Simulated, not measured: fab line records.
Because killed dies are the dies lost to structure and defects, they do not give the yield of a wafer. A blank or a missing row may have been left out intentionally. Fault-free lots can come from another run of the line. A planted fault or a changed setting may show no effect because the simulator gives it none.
Comparing a struck lot with a sound one | flow n5_finfet | 38 steps out of a route of 1938
Sound: wafers L959.4, L959.5, L959.6. Struck: wafers L957.2, L957.5, L957.6. At the end, the cause is stated.
Each step with rows lists, per side, the tool, then ch with its chambers, then its first start. Under that, the readings that differ: sound wafers | struck wafers | difference of the means | sigmas: that difference in standard deviations of wafers without a fault.
alike: a reading whose means differ by less than 2 such deviations, as well as words and numbers matching on both sides. not compared: withheld readings; readings where some wafer has no value; bounds like >300 that might hide an equal value; numbers whose values overlap and for which the record gives no deviation.
Wherever a step has rows on one side only, a row that says differs or no value, or a row with sigmas, the two part there. Numbers that don't overlap but have no deviation are shown without sigmas and don't part them. Lack of a reading on every wafer of one side parts them only where that side has two or more wafers.

first, 9 steps without rows for these wafers: N5_BEOL_M4_ANNEAL_95 (time 240 s); N5_BEOL_M4_SPUTTER_96 (material Cu, target thk 4.5 nm, time 8.29 s); N5_BEOL_M4_ECD_50 (material Cu, target thk 300 nm); N5_BEOL_M4_ANNEAL_51 (time 90 s); N5_BEOL_M4_CMP_52 (polishes, stops on SiOC, t overpolish 6.8 s, target thk 40 nm); N5_BEOL_M4_PRE_CLEAN_60 (time 15 s); N5_BEOL_M4_CO_CAP_55 (material Co, precursor CCTBA/H2, target thk 2 nm, time 102.1 s); N5_BEOL_M4_PRE_CLEAN_56 (time 15 s); N5_BEOL_M4_DEP_57 (deposits SiCN from 3MS/NH3, target thk 8 nm, time 14 s).
N5_BEOL_M4_RC_MEAS_101:
  sound on prober-01 ch 0, day 12 16:26; struck on prober-02 ch 0, day 11 15:51
  alike: DIBL_N, DIBL_P, IOFF_N, IOFF_P, ION_N, ION_P, SS_N, SS_P, VT_N, VT_P
then, 24 steps without rows for these wafers: N5_BEOL_M5_ILD_DEP_00 (deposits SiCOH lowk from DEMS/porogen, target thk 140.64 nm, time 25.9 s); N5_BEOL_M5_CURE_79 (cures SiCOH lowk, time 240 s); N5_BEOL_M5_PECVD_70 (deposits SiO2 from TEOS/O2, target thk 16 nm, time 18 s); N5_BEOL_M5_HM_DEP_02 (deposits TiN, target thk 20 nm); N5_BEOL_M5_COAT_59 (time 60 s, resist thk 60 nm); N5_BEOL_M5_COAT_60 (time 60 s, resist thk 12 nm); N5_BEOL_M5_COAT_71 (time 60 s, resist thk 5 nm); N5_BEOL_M5_COAT_05 (resist thk 30 nm); N5_BEOL_M5_EBR_07; N5_BEOL_M5_SOFTBAKE_06 (time 60 s); N5_BEOL_M5_EXPOSE_08 (exposes mask M5, target cd 28 nm); N5_BEOL_M5_PEB_09 (peb time 60 s); N5_BEOL_M5_DEVELOP_10 (develop time 30 s); N5_BEOL_M5_DESCUM_16 (chemistry O2, time 7 s); N5_BEOL_M5_ETCH_72 (etches underlayer in N2/H2, target depth 6.5 nm, time 5.2 s); N5_BEOL_M5_ETCH_61 (etches SiARC in CF4, target depth 15.6 nm, time 26 s); N5_BEOL_M5_ETCH_62 (etches SOC in N2/H2, target depth 75 nm, overetch 15 nm, time 112.5 s); N5_BEOL_M5_STRIP_63 (strips in N2/H2); N5_BEOL_M5_STRIP_73 (strips in N2/H2); N5_BEOL_M5_STRIP_64 (strips in CF4); N5_BEOL_M5_HM_OPEN_17 (chemistry Cl2/BCl3, target TiN, target depth 20 nm, overetch 6 nm); N5_BEOL_M5_STRIP_19 (strips in O2); N5_BEOL_M5_COAT_65 (time 60 s, resist thk 60 nm); N5_BEOL_M5_COAT_66 (time 60 s, resist thk 12 nm).
-- a jump in the record: the struck wafers' starts before and after are 3 days apart (it breaks off in module BEOL_M5 and resumes in module BEOL_M11, where the first step shown is number 1558 of the route) --
N5_BEOL_M11_STRIP_19: strips in O2.
  sound on rie_diel-02 ch 0,1, day 15 00:46; struck on rie_diel-04 ch 0,1,2, day 14 04:58
  no value came back on the struck wafers for any of 8 readings (bias_power_w (W), chamber_pressure_mTorr (mTorr) and others); on the sound wafers bias_power_w (W) reads 0 0 0
  reading                                   | sound | struck       | difference | sigmas
  model.SOC_of_BEOL_M11_COAT_59.thk_nm (nm) | 0 0 0 | 92 92.2 91.6 | +92        |
  not compared: rf_hours_counter_h
N5_BEOL_M11_ETCH_66: etches SOC in N2/H2, target depth 120 nm, overetch 24 nm, time 180 s.
  sound on rie_diel-04 ch 0,1,3, day 15 01:50; struck on rie_diel-04 ch 0,1,2, day 14 06:01
  reading                  | sound             | struck            | difference | sigmas
  oes_product_au (a.u.)    | 0.70 0.57 0.60    | 0.74 0.86 0.88    | +0.20      | +3
  model.etch.depth_nm (nm) | 100.4 100.5 100.3 | 144.8 146.4 147.5 | +45.8      |
  alike: drypump_motor_current_A, rf_vpp_V, showerhead_plenum_p_Torr, throttle_valve_pct
  not compared: rf_hours_counter_h
N5_BEOL_M11_VIA_ETCH_34: etches SiCOH lowk in C4F6/O2, target depth 184.5 nm, time 69.2 s.
  sound on rie_diel-04 ch 0,1,3, day 15 01:55; struck on rie_diel-04 ch 0,1,2, day 14 06:08
  reading               | sound          | struck         | difference | sigmas
  oes_product_au (a.u.) | 0.87 0.70 0.74 | 0.29 0.31 0.32 | -0.46      | -5
  alike: drypump_motor_current_A, oes_f_703_au, rf_vpp_V, showerhead_plenum_p_Torr, throttle_valve_pct
  not compared: rf_hours_counter_h
N5_PASSIVATION_PROBE_49:
  the record has rows for the struck wafers here (prober-01, day 16 03:41) and none for the sound ones

WHERE THEY PART
Earliest at N5_BEOL_M11_STRIP_19; latest, in this record, at N5_PASSIVATION_PROBE_49.

WHY: the cause the simulator had injected
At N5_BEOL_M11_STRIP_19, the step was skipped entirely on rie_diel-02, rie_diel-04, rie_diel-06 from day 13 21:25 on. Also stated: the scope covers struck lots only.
